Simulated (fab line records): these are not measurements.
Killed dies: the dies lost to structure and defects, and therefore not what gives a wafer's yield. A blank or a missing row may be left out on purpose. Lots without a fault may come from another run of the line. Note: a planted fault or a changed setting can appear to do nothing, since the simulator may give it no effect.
Lot-split experiment + flow n5 finfet + 21 wafers read from 7 lots, route of 1938 steps

## ABOUT THE SPLIT
At N5_BEOL_M9_COAT_60 (time 60 s, resist thk 30 nm), the setting spin rpm was moved away from the recipe's 1500 rpm on 3 of the 21 wafers read, by -7.7% to +9.8%. This setting was run at the recipe's value on the other wafers.

## FROM THE SPLIT TO THE READING: what the file shows between them, 4 steps
- N5_BEOL_M9_COAT_05: resist thk 90 nm
- N5_BEOL_M9_EBR_07
- N5_BEOL_M9_DESCUM_16: chemistry O2, time 7.9 s
- N5_BEOL_M9_ETCH_61: etches SiARC in CF4, target depth 39 nm, time 65 s

## THE READING
SiARC_of_BEOL_M9_COAT_60.thk nm (the simulator's own value, which no gauge read), in nm, at N5_BEOL_M9_ETCH_62 (etches SOC in N2/H2, target depth 110 nm, overetch 22 nm, time 165 s). No usual value for it is given in the file. Average 23.5 nm, standard deviation 0.19 nm, over the 18 wafers here run with the recipe.

| wafer  | tool, chamber at the split | spin rpm as run, rpm | against the recipe | SiARC_of_BEOL_M9_COAT_60.thk nm, nm | against lot-mates on the recipe |
|--------|----------------------------|----------------------|--------------------|-------------------------------------|---------------------------------|
| L083.3 | litho track-04, 0          | 1500                 | recipe             | 23.4                                | -                               |
| L083.4 | litho track-04, 0          | 1500                 | recipe             | 23.4                                | -                               |
| L083.6 | litho track-04, 0          | 1500                 | recipe             | 23.2                                | -                               |
| L090.1 | litho track-03, 0          | 1500                 | recipe             | 23.8                                | -                               |
| L090.2 | litho track-03, 0          | 1500                 | recipe             | 23.8                                | -                               |
| L090.6 | litho track-03, 0          | 1500                 | recipe             | 23.8                                | -                               |
| L091.2 | litho track-01, 0          | 1500                 | recipe             | 23.4                                | -                               |
| L091.5 | litho track-01, 0          | 1500                 | recipe             | 23.4                                | -                               |
| L091.4 | litho track-01, 0          | 1500                 | recipe             | 23.6                                | -                               |
| L089.2 | litho track-04, 0          | 1647                 | +9.8%              | 22.2                                | -1.2                            |
| L089.5 | litho track-04, 0          | 1500                 | recipe             | 23.2                                | -                               |
| L089.6 | litho track-04, 0          | 1500                 | recipe             | 23.6                                | -                               |
| L092.1 | litho track-01, 0          | 1639                 | +9.3%              | 22.2                                | -1.4                            |
| L092.3 | litho track-01, 0          | 1500                 | recipe             | 23.4                                | -                               |
| L092.5 | litho track-01, 0          | 1500                 | recipe             | 23.8                                | -                               |
| L094.2 | litho track-04, 0          | 1500                 | recipe             | 23.4                                | -                               |
| L094.6 | litho track-04, 0          | 1500                 | recipe             | 23.4                                | -                               |
| L094.4 | litho track-04, 0          | 1500                 | recipe             | 23.6                                | -                               |
| L097.1 | litho track-03, 0          | 1500                 | recipe             | 23.6                                | -                               |
| L097.4 | litho track-03, 0          | 1500                 | recipe             | 23.6                                | -                               |
| L097.2 | litho track-03, 0          | 1385                 | -7.7%              | 24.8                                | +1.2                            |

FIT RESULTS
A straight line over all 21 wafers: SiARC_of_BEOL_M9_COAT_60.thk nm changes by -0.146 nm for each +1% of spin rpm; r = -0.94; the points scatter about the line by 0.19 nm.
The same after taking each lot's own level away (the mean of its wafers on the recipe; 21 wafers): -0.141 nm for each +1%; r = -0.97; scatter 0.12 nm.
According to that fit, moving spin rpm by its largest amount changes the reading by 1.4 nm.
The span of the lots' own levels, 23.33 to 23.80 nm, comes to 2.5 times the standard deviation stated above.
Hence the lot-to-lot level has little effect on the slope; both slopes agree.
Check: for one of the wafers moved furthest among these (+9.8%), held out of the fit, the line's prediction against its lot-mates is -1.5 nm. It came out at -1.2 nm against them.

## THE WHOLE CHAIN: every reading that the file lists as answering this split, in the file's order
| step               | what it does                                                         | reading                                                                            | change (the file's fit)               | r (the file's) |
|--------------------|----------------------------------------------------------------------|------------------------------------------------------------------------------------|---------------------------------------|----------------|
| N5_BEOL_M9_COAT_60 | time 60 s, resist thk 30 nm                                          | SiARC_of_BEOL_M9_COAT_60.thk nm (the simulator's own value, which no gauge read)   | -0.153 nm for each +1% of the setting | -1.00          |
| N5_BEOL_M9_ETCH_61 | etches SiARC in CF4, target depth 39 nm, time 65 s                   | etch.depth nm (the simulator's own value, which no gauge read)                     | -0.15 nm for each +1% of the setting  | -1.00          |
| N5_BEOL_M9_ETCH_61 | etches SiARC in CF4, target depth 39 nm, time 65 s                   | CAR-ArF_of_BEOL_M9_COAT_05.thk nm (the simulator's own value, which no gauge read) | +0.15 nm for each +1% of the setting  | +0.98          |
| N5_BEOL_M9_ETCH_62 | etches SOC in N2/H2, target depth 110 nm, overetch 22 nm, time 165 s | SiARC_of_BEOL_M9_COAT_60.thk nm (the simulator's own value, which no gauge read)   | -0.141 nm for each +1% of the setting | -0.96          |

## THE FILE'S OWN FIT
SiARC_of_BEOL_M9_COAT_60.thk nm changes by -0.141 nm for each +1% of spin rpm, r = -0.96.
